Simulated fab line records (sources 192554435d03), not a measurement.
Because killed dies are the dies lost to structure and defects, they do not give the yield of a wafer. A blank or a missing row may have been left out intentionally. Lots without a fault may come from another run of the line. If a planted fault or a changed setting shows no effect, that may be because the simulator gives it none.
fab line records	flow n5-finfet
record: lots: 24	wafers: 72	last-day: 18
route steps=1938 shown BEOL_M11@1593 BEOL_M12@1646 BEOL_M13@1673
lots with no fault: from the same line, run without faults
start-h: the number of hours between the record's first day and the start of the first shown wafer of the lot	wait-h: hours since the lot's step before	" repeats the value in the row above	L1.1+2: a single row standing in for several wafers	- no value present, or no start provided	* or withheld: withheld	< > ~ a bound
route shown NAME@n: a module of which the file shows steps, and the number in the route of the first	usual: average and standard deviation across the fault-free wafers	same: alike in all rows	chamber/n: place in a boat	sites: readings site by site	_std_site: standard deviation across them	_edge_site: inner sites' mean taken away from outer sites' mean	radius-mm: for every site, how far away it sits from the centre of the wafer	mask NAME#n: copy n	behind: the last tool/chamber to shape the wafer	hold: what put the lot on hold/how long, in hours/how the hold closed	device: the n, p or np transistor that did not switch	end of line: the route-end tests of the same wafers	a step without rows: its recipe alone	killed: not the wafer's yield, but the dies lost to structure and defects at the first sort	map: a wafer's dies, x killed, . not, _ none there
set.NAME: setting as actually run; set.NAME@STEP: the setting as run at that earlier step	model.NAME: the simulator's own value behind a step, which no gauge read
one table for each step of the route and one row for each wafer, over a sample of lots
services: a tool's chamber out of use, with start hour (start-h, from the record's first day; less than 0 if before it), hours out, and reason
== steps ==
step: N5_BEOL_M11_SPUTTER_48
recipe: material: Cu	target-thk-a: 120	temp-c: -20	bias-v: 60	power-w: 26000	chamber-pressure-pa: 0.13	time-s: 2
usual: cathode-dc-power-W: 25999/4.8	throttle-valve-pct: 30.3/1.1
lot.wafer	tool	chamber	start-h	wait-h	cathode-dc-power-W	throttle-valve-pct
L074.2	pvd-sputter-03	-	230.40	0.2	26003	29.2
L074.3	"	-	"	"	26005	32.0
L074.4	"	-	"	"	26001	29.9
L075.1	pvd-sputter-03	-	243.01	0.1	26001	32.9
L075.2	"	-	"	"	25999	30.3
L075.5	"	-	"	"	26001	29.2
L076.2	pvd-sputter-01	-	246.23	0.2	25994	29.2
L076.4	"	-	"	"	26002	30.0
L076.5	"	-	"	"	26000	30.1
L077.3	pvd-sputter-02	-	248.67	0.1	25991	28.1
L077.5	"	-	"	"	26006	30.6
L077.6	"	-	"	"	25999	28.5
L078.1	pvd-sputter-01	-	256.01	0.9	26001	30.0
L078.4	"	-	"	"	26000	30.2
L078.5	"	-	"	"	26010	29.9
L079.1	pvd-sputter-01	-	268.03	0.1	25999	30.2
L079.3	"	-	"	"	25996	29.4
L079.5	"	-	"	"	25998	29.8
L084.1	pvd-sputter-02	-	274.20	0.1	26005	30.7
L084.3	"	-	"	"	26002	28.3
L084.6	"	-	"	"	25992	30.8
L080.2	pvd-sputter-01	-	274.68	0.2	25999	29.4
L080.5	"	-	"	"	26000	30.2
L080.6	"	-	"	"	26001	30.2
L081.1	pvd-sputter-02	-	277.21	0.2	25998	30.3
L081.2	"	-	"	"	26002	28.5
L081.3	"	-	"	"	26002	30.0
L082.1	pvd-sputter-03	-	282.41	0.2	25996	32.8
L082.3	"	-	"	"	25997	30.0
L082.5	"	-	"	"	26006	29.0
L083.2	pvd-sputter-01	-	292.12	0.2	26000	29.1
L083.5	"	-	"	"	25993	30.4
L083.6	"	-	"	"	26005	29.8
L086.3	pvd-sputter-03	-	301.66	0.1	25999	28.9
L086.4	"	-	"	"	26001	30.2
L086.5	"	-	"	"	25995	30.1
L085.2	pvd-sputter-03	-	303.98	0.1	26003	28.7
L085.5	"	-	"	"	25998	32.7
L085.6	"	-	"	"	26000	29.0
L088.2	pvd-sputter-01	-	318.03	0.1	25999	30.1
L088.3	"	-	"	"	26006	29.2
L088.5	"	-	"	"	25997	30.1
L087.1	pvd-sputter-03	-	319.84	0.1	25996	32.6
L087.4	"	-	"	"	25994	30.2
L087.5	"	-	"	"	25999	29.0
L089.1	pvd-sputter-03	-	322.08	0.1	26000	30.4
L089.2	"	-	"	"	26001	32.9
L089.4	"	-	"	"	25996	30.1
L090.1	pvd-sputter-01	-	325.92	0.4	26003	30.3
L090.2	"	-	"	"	26000	30.0
L090.3	"	-	"	"	25993	30.2
L092.4	pvd-sputter-02	-	333.61	0.1	25998	30.5
L092.5	"	-	"	"	25995	30.6
L092.6	"	-	"	"	26003	30.6
L095.1	pvd-sputter-03	-	342.61	1.1	26000	32.9
L095.2	"	-	"	"	26000	29.1
L095.3	"	-	"	"	25993	31.7
L093.1	pvd-sputter-01	-	345.94	0.1	26000	29.4
L093.4	"	-	"	"	26000	30.2
L093.6	"	-	"	"	26005	30.1
L094.1	pvd-sputter-01	-	352.80	0.2	25993	30.5
L094.2	"	-	"	"	25993	30.1
L094.3	"	-	"	"	26006	29.2
L096.1	pvd-sputter-01	-	363.13	0.1	26010	30.3
L096.3	"	-	"	"	25995	30.1
L096.4	"	-	"	"	25997	29.2
L097.1	pvd-sputter-03	-	368.10	0.1	25988	32.1
L097.3	"	-	"	"	25992	29.0
L097.6	"	-	"	"	25998	32.7
L091.3	pvd-sputter-01	-	381.85	0.1	26004	30.4
L091.4	"	-	"	"	25995	30.2
L091.6	"	-	"	"	25995	30.1
step: N5_BEOL_M11_INSPECT_58
recipe: inspect-instrument: darkfield	mode: post-dep
usual: raw-defect-count: 69/27
lot.wafer	tool	chamber	start-h	wait-h	raw-defect-count
L074.2	defect-inspect-01	-	231.78	0.0	39
L074.3	"	-	"	"	37
L074.4	"	-	"	"	45
L075.1	defect-inspect-02	-	243.98	0.0	67
L075.2	"	-	"	"	56
L075.5	"	-	"	"	60
L076.2	defect-inspect-02	-	247.20	0.0	37
L076.4	"	-	"	"	77
L076.5	"	-	"	"	53
L077.3	defect-inspect-02	-	249.78	0.0	91
L077.5	"	-	"	"	78
L077.6	"	-	"	"	54
L078.1	defect-inspect-01	-	257.08	0.0	78
L078.4	"	-	"	"	62
L078.5	"	-	"	"	71
L079.1	defect-inspect-01	-	269.00	0.0	71
L079.3	"	-	"	"	77
L079.5	"	-	"	"	36
L084.1	defect-inspect-02	-	275.17	0.0	58
L084.3	"	-	"	"	58
L084.6	"	-	"	"	61
L080.2	defect-inspect-01	-	275.89	0.0	51
L080.5	"	-	"	"	73
L080.6	"	-	"	"	32
L081.1	defect-inspect-01	-	278.36	0.0	53
L081.2	"	-	"	"	36
L081.3	"	-	"	"	70
L082.1	defect-inspect-01	-	283.47	0.0	75
L082.3	"	-	"	"	75
L082.5	"	-	"	"	96
L083.2	defect-inspect-01	-	293.75	0.0	49
L083.5	"	-	"	"	53
L083.6	"	-	"	"	82
L086.3	defect-inspect-02	-	302.63	0.0	44
L086.4	"	-	"	"	49
L086.5	"	-	"	"	48
L085.2	defect-inspect-01	-	305.13	0.0	33
L085.5	"	-	"	"	72
L085.6	"	-	"	"	59
L088.2	defect-inspect-02	-	319.59	0.0	84
L088.3	"	-	"	"	68
L088.5	"	-	"	"	89
L087.1	defect-inspect-02	-	320.99	0.0	110
L087.4	"	-	"	"	132
L087.5	"	-	"	"	121
L089.1	defect-inspect-02	-	323.37	0.0	74
L089.2	"	-	"	"	64
L089.4	"	-	"	"	67
L090.1	defect-inspect-02	-	326.89	0.0	30
L090.2	"	-	"	"	27
L090.3	"	-	"	"	53
L092.4	defect-inspect-02	-	334.98	0.0	69
L092.5	"	-	"	"	45
L092.6	"	-	"	"	74
L095.1	defect-inspect-01	-	343.61	0.0	119
L095.2	"	-	"	"	73
L095.3	"	-	"	"	68
L093.1	defect-inspect-01	-	347.34	0.0	62
L093.4	"	-	"	"	63
L093.6	"	-	"	"	60
L094.1	defect-inspect-02	-	353.77	0.0	114
L094.2	"	-	"	"	123
L094.3	"	-	"	"	145
L096.1	defect-inspect-01	-	365.28	0.0	86
L096.3	"	-	"	"	46
L096.4	"	-	"	"	85
L097.1	defect-inspect-02	-	369.38	0.0	62
L097.3	"	-	"	"	56
L097.6	"	-	"	"	53
L091.3	defect-inspect-02	-	383.39	0.0	67
L091.4	"	-	"	"	68
L091.6	"	-	"	"	60
step: N5_BEOL_M12_DEGAS_41
recipe: ambient: vacuum	temp-c: 250	time-s: 60
usual: heater-power-w: 300/32
lot.wafer	tool	chamber	start-h	wait-h	heater-power-w
L074.2	pvd-sputter-01	-	234.65	0.6	255
L074.3	"	-	"	"	367
L074.4	"	-	"	"	268
L075.1	pvd-sputter-02	-	248.27	0.5	306
L075.2	"	-	"	"	338
L075.5	"	-	"	"	301
L076.2	pvd-sputter-03	-	253.87	0.0	299
L076.4	"	-	"	"	319
L076.5	"	-	"	"	297
L077.3	pvd-sputter-01	-	256.69	0.1	270
L077.5	"	-	"	"	259
L077.6	"	-	"	"	255
L078.1	pvd-sputter-02	-	262.19	1.8	322
L078.4	"	-	"	"	338
L078.5	"	-	"	"	335
L079.1	pvd-sputter-03	-	274.09	0.4	284
L079.3	"	-	"	"	318
L079.5	"	-	"	"	296
L084.1	pvd-sputter-02	-	278.59	0.7	297
L084.3	"	-	"	"	324
L084.6	"	-	"	"	335
L080.2	pvd-sputter-02	-	279.45	0.6	306
L080.5	"	-	"	"	304
L080.6	"	-	"	"	332
L081.1	pvd-sputter-02	-	282.73	0.3	335
L081.2	"	-	"	"	307
L081.3	"	-	"	"	308
L082.1	pvd-sputter-01	-	286.04	0.0	246
L082.3	"	-	"	"	256
L082.5	"	-	"	"	259
L083.2	pvd-sputter-02	-	297.72	0.3	333
L083.5	"	-	"	"	332
L083.6	"	-	"	"	307
L086.3	pvd-sputter-01	-	307.09	0.8	374
L086.4	"	-	"	"	317
L086.5	"	-	"	"	266
L085.2	pvd-sputter-01	-	308.51	0.2	309
L085.5	"	-	"	"	318
L085.6	"	-	"	"	249
L088.2	pvd-sputter-03	-	322.33	0.0	270
L088.3	"	-	"	"	285
L088.5	"	-	"	"	262
L087.1	pvd-sputter-01	-	326.34	0.4	244
L087.4	"	-	"	"	314
L087.5	"	-	"	"	255
L089.1	pvd-sputter-01	-	326.78	0.3	316
L089.2	"	-	"	"	359
L089.4	"	-	"	"	267
L090.1	pvd-sputter-03	-	331.03	1.5	294
L090.2	"	-	"	"	252
L090.3	"	-	"	"	288
L092.4	pvd-sputter-03	-	338.57	0.5	292
L092.5	"	-	"	"	309
L092.6	"	-	"	"	259
L095.1	pvd-sputter-03	-	347.86	1.6	319
L095.2	"	-	"	"	297
L095.3	"	-	"	"	293
L093.1	pvd-sputter-03	-	352.18	0.3	282
L093.4	"	-	"	"	290
L093.6	"	-	"	"	263
L094.1	pvd-sputter-03	-	358.18	0.4	320
L094.2	"	-	"	"	262
L094.3	"	-	"	"	286
L096.1	pvd-sputter-03	-	368.82	0.3	289
L096.3	"	-	"	"	292
L096.4	"	-	"	"	320
L097.1	pvd-sputter-02	-	372.14	0.0	301
L097.3	"	-	"	"	301
L097.6	"	-	"	"	336
L091.3	pvd-sputter-03	-	389.11	1.5	298
L091.4	"	-	"	"	282
L091.6	"	-	"	"	277
step: N5_BEOL_M12_SPUTTER_45
recipe: material: Cu	target-thk-a: 800	temp-c: -20	bias-v: 60	power-w: 26000	chamber-pressure-pa: 0.13	time-s: 13.33
usual: cathode-dc-power-W: 26000/4.8	throttle-valve-pct: 30.4/1.2
lot.wafer	tool	chamber	start-h	wait-h	cathode-dc-power-W	throttle-valve-pct
L074.2	pvd-sputter-01	-	234.89	0.0	25999	30.4
L074.3	"	-	"	"	26004	30.1
L074.4	"	-	"	"	25995	29.1
L075.1	pvd-sputter-02	-	248.51	0.0	25996	30.5
L075.2	"	-	"	"	25999	30.7
L075.5	"	-	"	"	26001	30.9
L076.2	pvd-sputter-03	-	254.11	0.0	26003	30.2
L076.4	"	-	"	"	26000	31.9
L076.5	"	-	"	"	26000	29.9
L077.3	pvd-sputter-01	-	256.93	0.0	26004	29.3
L077.5	"	-	"	"	26002	29.6
L077.6	"	-	"	"	25997	30.0
L078.1	pvd-sputter-02	-	262.43	0.0	25996	30.6
L078.4	"	-	"	"	25994	30.2
L078.5	"	-	"	"	26001	30.3
L079.1	pvd-sputter-03	-	274.33	0.0	26002	28.9
L079.3	"	-	"	"	25999	31.6
L079.5	"	-	"	"	25997	30.3
L084.1	pvd-sputter-02	-	278.83	0.0	26010	30.5
L084.3	"	-	"	"	26012	30.7
L084.6	"	-	"	"	26003	30.3
L080.2	pvd-sputter-02	-	279.69	0.0	26003	28.4
L080.5	"	-	"	"	26004	30.8
L080.6	"	-	"	"	25997	30.6
L081.1	pvd-sputter-02	-	282.97	0.0	25996	30.6
L081.2	"	-	"	"	26004	28.4
L081.3	"	-	"	"	26000	30.7
L082.1	pvd-sputter-01	-	286.28	0.0	25992	30.1
L082.3	"	-	"	"	26007	29.2
L082.5	"	-	"	"	26002	29.3
L083.2	pvd-sputter-02	-	297.96	0.0	25994	30.3
L083.5	"	-	"	"	26003	30.5
L083.6	"	-	"	"	26015	28.3
L086.3	pvd-sputter-01	-	307.33	0.0	26003	30.3
L086.4	"	-	"	"	25997	30.0
L086.5	"	-	"	"	25996	29.4
L085.2	pvd-sputter-01	-	308.75	0.0	26002	29.9
L085.5	"	-	"	"	25997	30.1
L085.6	"	-	"	"	25999	30.2
L088.2	pvd-sputter-03	-	322.57	0.0	26001	32.6
L088.3	"	-	"	"	26005	29.1
L088.5	"	-	"	"	25998	32.6
L087.1	pvd-sputter-01	-	326.58	0.0	26000	30.1
L087.4	"	-	"	"	26002	30.0
L087.5	"	-	"	"	26007	29.4
L089.1	pvd-sputter-01	-	327.02	0.0	26004	30.1
L089.2	"	-	"	"	26007	30.0
L089.4	"	-	"	"	25991	29.3
L090.1	pvd-sputter-03	-	331.27	0.0	26001	30.2
L090.2	"	-	"	"	26001	32.6
L090.3	"	-	"	"	25997	29.0
L092.4	pvd-sputter-03	-	338.83	0.0	26004	28.8
L092.5	"	-	"	"	26002	30.2
L092.6	"	-	"	"	25988	32.6
L095.1	pvd-sputter-03	-	348.10	0.0	26000	32.0
L095.2	"	-	"	"	25998	30.2
L095.3	"	-	"	"	26001	29.0
L093.1	pvd-sputter-03	-	352.42	0.0	25998	29.2
L093.4	"	-	"	"	26006	30.1
L093.6	"	-	"	"	26001	32.6
L094.1	pvd-sputter-03	-	358.42	0.0	26006	31.9
L094.2	"	-	"	"	26000	32.6
L094.3	"	-	"	"	26003	29.0
L096.1	pvd-sputter-03	-	369.06	0.0	26001	28.9
L096.3	"	-	"	"	25995	30.2
L096.4	"	-	"	"	25998	32.1
L097.1	pvd-sputter-02	-	372.38	0.0	25996	28.8
L097.3	"	-	"	"	26002	30.7
L097.6	"	-	"	"	26006	30.6
L091.3	pvd-sputter-03	-	389.35	0.0	25998	30.2
L091.4	"	-	"	"	25994	28.9
L091.6	"	-	"	"	26007	29.3
step: N5_BEOL_M13_ETCH_59
recipe: chemistry: N2/H2	target: BARC	target-depth-a: 890	overetch-a: 267	time-s: 67.9	ion-energy-ev: 200	pressure-mtorr: 30	source-w: 840	bias-w: 150	n2-flow-sccm: 200	h2-flow-sccm: 200
usual: bias-w: 150.1/0.46	drypump-motor-current-A: 5.7/0.47	oes-product-au: 0.67/0.053	rf-vpp-V: 524.0/2.8	showerhead-plenum-p-Torr: 2.55/0.1	throttle-valve-pct: 17.92/0.23
lot.wafer	tool	chamber	start-h	wait-h	bias-w	drypump-motor-current-A	oes-product-au	rf-hours-counter-h	rf-vpp-V	showerhead-plenum-p-Torr	throttle-valve-pct
L074.2	rie-diel-04	0	236.63	0.0	149.6	6.3	0.62	192	522.9	2.53	17.80
L074.3	"	2	"	"	150.3	4.8	0.61	197	526.1	2.63	17.73
L074.4	"	1	"	"	150.1	5.4	0.71	67	522.0	2.47	18.25
L075.1	rie-diel-03	0	250.32	0.0	149.3	5.4	0.63	172	523.6	2.53	18.00
L075.2	"	2	"	"	149.8	6.2	0.71	90	523.6	2.57	17.64
L075.5	"	2	"	"	149.8	6.2	0.70	-	524.4	2.57	17.65
L076.2	rie-diel-03	2	255.90	0.0	150.5	6.2	0.70	92	524.4	2.57	17.64
L076.4	"	0	"	"	149.7	5.4	0.63	173	524.2	2.53	18.01
L076.5	"	3	"	"	149.6	6.1	0.76	-	527.7	2.71	18.08
L077.3	rie-diel-04	3	258.94	0.0	150.4	6.0	0.62	181	522.4	2.42	17.89
L077.5	"	2	"	"	149.5	4.8	0.61	-	525.3	2.63	17.73
L077.6	"	3	"	"	149.6	6.0	0.62	-	522.2	2.42	17.91
L078.1	rie-diel-05	2	264.18	0.0	150.0	5.5	0.71	97	526.7	2.67	17.95
L078.4	"	2	"	"	149.3	5.4	0.71	-	529.1	2.67	17.94
L078.5	"	1	"	"	150.4	5.3	0.70	-	528.2	2.68	17.70
L079.1	rie-diel-03	3	276.21	0.0	150.1	6.1	0.75	44	527.9	2.70	18.07
L079.3	"	1	"	"	149.5	6.0	0.61	218	519.2	2.40	17.91
L079.5	"	2	"	"	150.2	6.2	0.69	-	523.2	2.56	17.65
L084.1	rie-diel-04	3	280.65	0.0	150.2	6.0	0.62	186	519.9	2.42	17.90
L084.3	"	1	"	"	151.0	5.4	0.68	79	522.1	2.46	18.27
L084.6	"	2	"	"	149.6	4.8	0.61	-	526.2	2.63	17.75
L080.2	rie-diel-04	2	281.31	0.0	149.9	4.8	0.61	209	527.0	2.63	17.75
L080.5	"	2	"	"	149.6	4.8	0.61	-	524.9	2.63	17.76
L080.6	"	3	"	"	149.2	6.0	0.61	-	520.1	2.42	17.90
L081.1	rie-diel-04	1	285.34	0.0	150.7	5.4	0.69	81	520.7	2.46	18.30
L081.2	"	3	"	"	149.6	6.0	0.61	188	519.8	2.42	17.90
L081.3	"	2	"	"	149.8	4.8	0.61	210	525.8	2.63	17.73
L082.1	rie-diel-05	1	287.90	0.0	150.4	5.3	0.71	90	526.1	2.68	17.71
L082.3	"	0	"	"	150.0	6.3	0.70	84	522.5	2.47	18.23
L082.5	"	1	"	"	149.5	5.3	0.71	-	526.2	2.68	17.71
L083.2	rie-diel-05	1	299.59	0.0	149.7	5.3	0.71	94	528.0	2.68	17.72
L083.5	"	1	"	"	150.7	5.3	0.70	-	527.0	2.68	17.71
L083.6	"	0	"	"	150.1	6.3	0.70	-	521.4	2.47	18.22
L086.3	rie-diel-03	3	308.95	0.0	150.3	6.1	0.73	57	528.2	2.70	18.11
L086.4	"	2	"	"	150.7	6.2	0.68	110	524.8	2.56	17.68
L086.5	"	3	"	"	149.8	6.1	0.73	-	528.2	2.70	18.09
L085.2	rie-diel-03	3	310.43	0.0	149.8	6.1	0.73	58	529.2	2.70	18.09
L085.5	"	1	"	"	150.1	6.0	0.60	-	520.1	2.39	17.91
L085.6	"	0	"	"	150.8	5.4	0.63	-	523.1	2.53	18.02
L088.2	rie-diel-05	0	325.05	0.0	150.4	6.3	0.68	100	521.0	2.46	18.24
L088.3	"	3	"	"	150.0	5.4	0.78	21	522.5	2.49	17.44
L088.5	"	3	"	"	150.0	5.3	0.78	-	523.1	2.49	17.46
L087.1	rie-diel-05	2	328.25	0.0	149.7	5.4	0.69	122	526.3	2.66	17.97
L087.4	"	0	"	"	149.7	6.3	0.67	101	521.3	2.46	18.26
L087.5	"	0	"	"	150.4	6.3	0.68	-	522.0	2.46	18.25
L089.1	rie-diel-03	2	329.33	0.0	150.5	6.2	0.68	114	523.7	2.56	17.68
L089.2	"	1	"	"	150.2	6.0	0.60	242	519.9	2.39	17.93
L089.4	"	3	"	"	151.0	6.1	0.73	67	527.8	2.69	18.13
L090.1	rie-diel-03	1	332.99	0.0	150.5	6.0	0.60	243	519.7	2.39	17.94
L090.2	"	0	"	"	150.2	5.4	0.61	202	521.6	2.52	18.05
L090.3	"	2	"	"	149.1	6.1	0.68	115	524.2	2.56	17.69
L092.4	rie-diel-03	3	341.05	0.0	150.2	6.1	0.72	73	528.7	2.69	18.11
L092.5	"	2	"	"	149.9	6.2	0.68	-	524.1	2.56	17.69
L092.6	"	3	"	"	150.3	6.1	0.72	-	527.1	2.69	18.12
L095.1	rie-diel-05	1	349.98	0.0	150.1	5.3	0.69	115	527.1	2.67	17.74
L095.2	"	0	"	"	150.1	6.3	0.68	111	521.7	2.46	18.26
L095.3	"	3	"	"	150.5	5.4	0.77	32	524.2	2.49	17.48
L093.1	rie-diel-04	2	354.04	0.0	149.7	4.8	0.60	216	526.0	2.62	17.76
L093.4	"	0	"	"	150.9	6.3	0.62	215	523.4	2.52	17.83
L093.6	"	1	"	"	150.1	5.4	0.68	-	521.6	2.46	18.31
L094.1	rie-diel-03	0	360.38	0.0	150.5	5.4	0.60	212	523.1	2.52	18.07
L094.2	"	3	"	"	150.1	6.1	0.72	81	527.6	2.69	18.13
L094.3	"	2	"	"	150.4	6.2	0.67	127	524.1	2.55	17.71
L096.1	rie-diel-05	0	371.02	0.0	150.1	6.3	0.67	118	519.4	2.46	18.29
L096.3	"	1	"	"	149.9	5.3	0.69	122	526.8	2.67	17.76
L096.4	"	2	"	"	150.7	5.4	0.67	135	528.1	2.66	17.99
L097.1	rie-diel-04	3	375.06	0.0	149.1	6.0	0.60	203	520.6	2.41	17.92
L097.3	"	1	"	"	149.9	5.4	0.68	97	522.5	2.46	18.32
L097.6	"	3	"	"	149.4	6.0	0.60	-	521.2	2.41	17.93
L091.3	rie-diel-05	1	391.27	0.0	150.1	5.4	0.67	129	527.0	2.66	17.79
L091.4	"	0	"	"	149.6	6.3	0.66	126	522.1	2.45	18.28
L091.6	"	3	"	"	150.3	5.4	0.74	-	521.4	2.48	17.50
step: N5_BEOL_M13_STRIP_64
recipe: chemistry: N2/H2	power-w: 1000	temp-c: 250	h2-frac: 0.65	overash-fraction: 0.3	pressure-mtorr: withheld	n2-flow-sccm: 1750	h2-flow-sccm: 3250
usual: drypump-motor-current-A: 5.8/0.45	heater-power-w: 330/29	oes-product-au: 0.715/0.0043	strip-time-to-endpoint-s: 31.38/0.081
lot.wafer	tool	chamber	start-h	wait-h	drypump-motor-current-A	heater-power-w	oes-product-au	rf-hours-counter-h	strip-time-to-endpoint-s
L074.2	plasma-asher-02	0	236.98	0.0	5.9	326	0.718	124	31.42
L074.3	"	0	"	"	5.9	326	0.718	-	31.38
L074.4	"	1	"	"	5.3	368	0.712	-	31.39
L075.1	plasma-asher-02	1	250.67	0.0	5.3	364	0.724	127	31.47
L075.2	"	0	"	"	5.9	321	0.714	127	31.52
L075.5	"	1	"	"	5.3	367	0.717	-	31.45
L076.2	plasma-asher-01	1	256.25	0.0	5.8	332	0.720	67	31.39
L076.4	"	1	"	"	5.8	331	0.714	-	31.31
L076.5	"	1	"	"	5.8	328	0.709	-	31.44
L077.3	plasma-asher-01	1	259.31	0.0	5.8	327	0.715	-	31.37
L077.5	"	1	"	"	5.8	339	0.713	-	31.45
L077.6	"	0	"	"	6.6	282	0.704	-	31.35
L078.1	plasma-asher-02	1	264.53	0.0	5.3	360	0.718	129	31.37
L078.4	"	0	"	"	5.9	329	0.723	-	31.37
L078.5	"	0	"	"	5.9	319	0.718	-	31.36
L079.1	plasma-asher-01	0	276.55	0.0	6.6	283	0.714	71	31.35
L079.3	"	0	"	"	6.6	280	0.713	-	31.36
L079.5	"	1	"	"	5.8	331	0.713	-	31.31
L084.1	plasma-asher-01	1	280.99	0.0	5.8	333	0.717	72	31.44
L084.3	"	0	"	"	6.6	281	0.717	-	31.40
L084.6	"	1	"	"	5.8	331	0.717	-	31.40
L080.2	plasma-asher-02	0	281.65	0.0	5.9	326	0.705	133	31.28
L080.5	"	1	"	"	5.3	362	0.723	-	31.25
L080.6	"	0	"	"	5.9	329	0.724	-	31.33
L081.1	plasma-asher-01	0	285.69	0.0	6.6	281	0.713	72	31.40
L081.2	"	1	"	"	5.8	333	0.716	72	31.32
L081.3	"	1	"	"	5.8	333	0.713	-	31.36
L082.1	plasma-asher-02	1	288.25	0.0	5.3	367	0.717	134	31.35
L082.3	"	1	"	"	5.3	377	0.716	-	31.31
L082.5	"	0	"	"	5.9	318	0.713	-	31.35
L083.2	plasma-asher-02	0	299.94	0.0	5.9	330	0.713	136	31.48
L083.5	"	1	"	"	5.3	361	0.715	-	31.47
L083.6	"	0	"	"	5.9	332	0.714	-	31.51
L086.3	plasma-asher-02	1	309.32	0.0	5.3	365	0.709	-	31.35
L086.4	"	0	"	"	5.9	337	0.711	-	31.29
L086.5	"	0	"	"	5.9	318	0.712	-	31.32
L085.2	plasma-asher-02	1	310.77	0.0	5.3	354	0.720	137	31.30
L085.5	"	0	"	"	5.9	324	0.714	-	31.35
L085.6	"	1	"	"	5.3	368	0.712	-	31.36
L088.2	plasma-asher-02	0	325.40	0.0	5.9	326	0.719	141	31.27
L088.3	"	1	"	"	5.3	357	0.716	-	31.32
L088.5	"	1	"	"	5.3	371	0.709	-	31.16
L087.1	plasma-asher-01	1	328.59	0.0	5.8	337	0.725	81	31.35
L087.4	"	0	"	"	6.6	275	0.713	-	31.30
L087.5	"	1	"	"	5.8	333	0.707	-	31.32
L089.1	plasma-asher-01	0	329.68	0.0	6.6	282	0.712	81	31.34
L089.2	"	1	"	"	5.8	330	0.714	81	31.40
L089.4	"	1	"	"	5.8	334	0.720	-	31.39
L090.1	plasma-asher-02	0	333.39	0.0	5.9	321	0.723	142	31.44
L090.2	"	1	"	"	5.3	359	0.710	142	31.35
L090.3	"	0	"	"	5.9	318	0.716	-	31.46
L092.4	plasma-asher-01	0	341.42	0.0	6.6	277	0.706	-	31.46
L092.5	"	0	"	"	6.6	280	0.713	-	31.43
L092.6	"	1	"	"	5.8	326	0.710	-	31.40
L095.1	plasma-asher-02	1	350.33	0.0	5.3	364	0.709	145	31.55
L095.2	"	0	"	"	5.9	321	0.718	145	31.42
L095.3	"	1	"	"	5.3	372	0.713	-	31.53
L093.1	plasma-asher-02	1	354.39	0.0	5.3	363	0.711	146	31.47
L093.4	"	0	"	"	5.9	331	0.722	-	31.48
L093.6	"	1	"	"	5.3	358	0.710	-	31.50
L094.1	plasma-asher-02	1	360.72	0.0	5.3	373	0.712	147	31.38
L094.2	"	0	"	"	5.9	327	0.716	147	31.27
L094.3	"	0	"	"	5.9	329	0.721	-	31.29
L096.1	plasma-asher-01	0	371.37	0.0	6.6	289	0.729	91	31.23
L096.3	"	1	"	"	5.8	325	0.718	-	31.25
L096.4	"	0	"	"	6.6	288	0.718	-	31.21
L097.1	plasma-asher-02	0	375.40	0.0	5.9	334	0.706	150	31.29
L097.3	"	0	"	"	5.9	326	0.716	-	31.28
L097.6	"	1	"	"	5.3	357	0.719	-	31.32
L091.3	plasma-asher-02	0	391.64	0.0	5.9	327	0.711	-	31.21
L091.4	"	1	"	"	5.3	355	0.716	-	31.39
L091.6	"	1	"	"	5.3	357	0.715	-	31.31
== services ==
tool	chamber	start-h	hours	kind
rie-diel-04	3	210.71	1.6	repair
rie-diel-05	3	242.10	-	clean
rie-diel-05	3	242.10	-	consumable-replace:focus-ring
rie-diel-05	3	242.10	27.1	scheduled-down
rie-diel-05	3	242.10	27.1	vent-cycle
rie-diel-05	1	245.40	1.7	repair
rie-diel-04	2	270.32	2.7	repair
rie-diel-04	2	293.38	3.7	repair
plasma-asher-02	-	300.94	4.3	pm
plasma-asher-01	-	308.79	9.2	repair
plasma-asher-02	-	328.43	4.1	repair
pvd-sputter-03	-	340.49	2.0	repair
rie-diel-03	1	352.01	-	clean
rie-diel-03	1	352.01	-	consumable-replace:focus-ring
rie-diel-03	1	352.01	-	consumable-replace:showerhead
rie-diel-03	1	352.01	10.5	scheduled-down
rie-diel-03	1	352.01	10.5	vent-cycle
rie-diel-03	-	370.21	10.0	pm
rie-diel-04	2	373.47	3.8	repair
== key ==
fault none
